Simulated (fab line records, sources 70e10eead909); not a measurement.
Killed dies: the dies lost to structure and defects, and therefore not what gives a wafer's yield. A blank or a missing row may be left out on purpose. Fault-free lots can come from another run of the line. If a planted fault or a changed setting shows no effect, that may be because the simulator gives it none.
Comparing a struck lot with a sound one | flow nand harc | 15 out of 1159 route steps
Sound: the wafers L304.1, L304.3, L304.6. Wafers L311.3, L311.4, L311.5 were the ones struck. The cause comes at the end.
At each step with rows: each side's tool, then ch and its chambers, then its first start. Under that, the readings that differ: sound wafers | struck wafers | difference of the means | sigmas: that difference in standard deviations of wafers without a fault.
alike: same words and numbers on both sides, and readings whose means sit less than 2 such deviations apart. not compared: any withheld reading, any reading some wafer has no value for, any bound like >300 that may hide the same value, and any number with overlapping values for which the record gives no deviation.
The two part at a step that has a row with sigmas, a row that says differs or no value, or rows on one side only. Non-overlapping numbers with no deviation appear without sigmas and do not part them. A reading that every wafer of one side lacks parts them only if that side has two wafers or more.

first, 1 step without rows for these wafers: NHARC_P_GATE_STRIP_96 (strips in SPM, time 900 s).
NHARC_P_GATE_RTA_64: time 1 s.
  sound on rtp anneal-02 ch 0, day 6 03:10; struck on rtp anneal-02 ch 0, day 8 02:29
  alike: lamp power pct, lamp_zone_4_pct, lamp_zone_6_pct, wafer_temp_C_max
then, 1 step without rows for these wafers: NHARC_P_GATE_ETCH_77 (etches SiO2 in dHF, target depth 6 nm).
NHARC_P_GATE_DEGAS_109: time 60 s.
  sound on pvd sputter-02, day 6 03:29; struck on pvd sputter-03, day 8 02:44
  alike: heater power w
then, 3 steps without rows for these wafers: NHARC_P_GATE_PRE_CLEAN_110 (time 30 s); NHARC_P_GATE_SPUTTER_78 (material Ni, target thk 10 nm); NHARC_P_GATE_SPUTTER_79 (material TiN, target thk 10 nm).
NHARC_P_GATE_RTA_80: time 30 s.
  sound on rtp anneal-02 ch 0, day 6 03:52; struck on rtp anneal-02 ch 0, day 8 03:05
  alike: lamp power pct, lamp_zone_4_pct, lamp_zone_6_pct, wafer_temp_C_max
then, 1 step without rows for these wafers: NHARC_P_GATE_STRIP_67 (strips in SPM, time 600 s).
NHARC_P_GATE_RTA_82: time 30 s.
  sound on rtp anneal-02 ch 0, day 6 04:20; struck on rtp anneal-02 ch 0, day 8 03:33
  alike: lamp power pct, lamp_zone_4_pct, lamp_zone_6_pct, wafer_temp_C_max
NHARC_P_GATE_INSPECT_68:
  sound on defect inspect-02, day 6 04:32; struck on defect inspect-02, day 8 03:41
  alike: raw defect count
then, 1 step without rows for these wafers: NHARC_P_CONTACT_DEP_30 (deposits SiNx, target thk 30 nm).
NHARC_P_CONTACT_DEP_00: deposits SiO2, target thk 500 nm.
  sound on pecvd-04 ch 1,2, day 6 04:50; struck on pecvd-03 ch 1,2, day 8 04:02
  no value came back on the struck wafers for any of 5 readings (chamber pressure Torr (Torr), flow sccm (sccm) and others); on the sound wafers chamber pressure Torr (Torr) reads 6.526 6.504 6.513
NHARC_P_CONTACT_CMP_01: polishes SiO2, target thk 200 nm.
  sound on cmp-01 ch 2,3, day 6 05:19; struck on cmp-01 ch 0,1,3, day 8 04:28
  alike: motor current A
-- record jumps: 13 days between struck wafers' starts before vs after; left off in module P_CONTACT, resumes in module END, first step shown is number 1159 of the route --
NHARC_END_SORT_01:
  the record has rows for the struck wafers here (prober-01 ch 0, day 21 12:54) and none for the sound ones

WHERE THEY PART
Earliest at NHARC_P_CONTACT_DEP_00; latest, in this record, at NHARC_END_SORT_01.

WHY: what the simulator had put in
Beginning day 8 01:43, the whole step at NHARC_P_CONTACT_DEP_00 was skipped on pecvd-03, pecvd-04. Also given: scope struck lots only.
